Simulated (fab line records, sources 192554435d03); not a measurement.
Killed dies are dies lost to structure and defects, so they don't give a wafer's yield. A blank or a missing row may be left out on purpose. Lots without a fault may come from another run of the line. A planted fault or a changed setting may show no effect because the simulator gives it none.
Chamber matching | flow n5_finfet | N5_BEOL_M9_ETCH_62 on rie_diel-05: 4 sister chambers
The step etches SOC in N2/H2, target depth 110 nm, overetch 22 nm, time 165 s. 18 wafers are shown with their chamber, then 9 later ones without.

WAFERS WITH THEIR CHAMBER
wafer  | chamber | drypump_motor_current_A (A) | showerhead_plenum_p_Torr (Torr) | throttle_valve_pct (%)
L074.2 | 2       | 6.5                         | 2.49                            | 17.66
L074.3 | 0       | 5.5                         | 2.62                            | 17.95
L074.6 | 2       | 6.5                         | 2.49                            | 17.68
L077.2 | 2       | 6.5                         | 2.49                            | 17.69
L077.5 | 3       | 6.4                         | 2.45                            | 17.85
L077.6 | 0       | 5.5                         | 2.62                            | 17.95
L082.2 | 2       | 6.5                         | 2.48                            | 17.70
L082.4 | 0       | 5.5                         | 2.62                            | 17.97
L082.6 | 0       | 5.4                         | 2.62                            | 17.98
L083.1 | 2       | 6.4                         | 2.48                            | 17.71
L083.5 | 1       | 5.6                         | 2.43                            | 17.75
L083.6 | 0       | 5.5                         | 2.62                            | 17.98
L084.3 | 3       | 6.4                         | 2.44                            | 17.86
L084.4 | 1       | 5.6                         | 2.43                            | 17.76
L084.5 | 0       | 5.4                         | 2.61                            | 17.99
L085.1 | 0       | 5.5                         | 2.61                            | 17.98
L085.4 | 1       | 5.6                         | 2.43                            | 17.75
L085.5 | 1       | 5.6                         | 2.43                            | 17.74

SIGNATURES (means of the wafers above)
reading                  | chamber 0 | chamber 1 | chamber 2 | chamber 3 | scatter within a chamber
drypump_motor_current_A  | 5.471     | 5.600     | 6.480     | 6.400     | 0.0399
showerhead_plenum_p_Torr | 2.6171    | 2.4300    | 2.4860    | 2.4450    | 0.00473
throttle_valve_pct       | 17.9714   | 17.7500   | 17.6880   | 17.8550   | 0.0152
Rule: a wafer's distance from a chamber is the root of the sum, over the readings, of the square of ((its reading less the chamber's mean) divided by the reading's scatter). The wafer belongs to the nearest chamber; if the next one is less than 2 further off, it can't be placed. The scatter: the root of (the sum of the squares of (reading less its chamber's mean) over the shown wafers, divided by (wafers less chambers)).

WAFERS WITHOUT THEIR CHAMBER
wafer  | drypump_motor_current_A (A) | showerhead_plenum_p_Torr (Torr) | throttle_valve_pct (%)
L088.2 | 6.4                         | 2.48                            | 17.71
L088.3 | 5.6                         | 2.43                            | 17.75
L088.5 | 6.3                         | 2.44                            | 17.88
L091.1 | 6.5                         | 2.47                            | 17.73
L091.3 | 5.6                         | 2.43                            | 17.75
L091.4 | 6.4                         | 2.44                            | 17.87
L097.1 | 5.6                         | 2.42                            | 17.79
L097.2 | 5.4                         | 2.61                            | 17.57
L097.6 | 6.5                         | 2.47                            | 17.76

WHICH CHAMBER EACH WENT THROUGH
wafer  | from the rows above | in truth
L088.2 | 2                   | 2
L088.3 | 1                   | 1
L088.5 | 3                   | 3
L091.1 | 2                   | 2
L091.3 | 1                   | 1
L091.4 | 3                   | 3
L097.1 | 1                   | 1
L097.2 | 0                   | 0
L097.6 | 2                   | 2
Placed correctly: 9 of 9. Can't be placed from these rows: 0. Placed wrongly: 0.
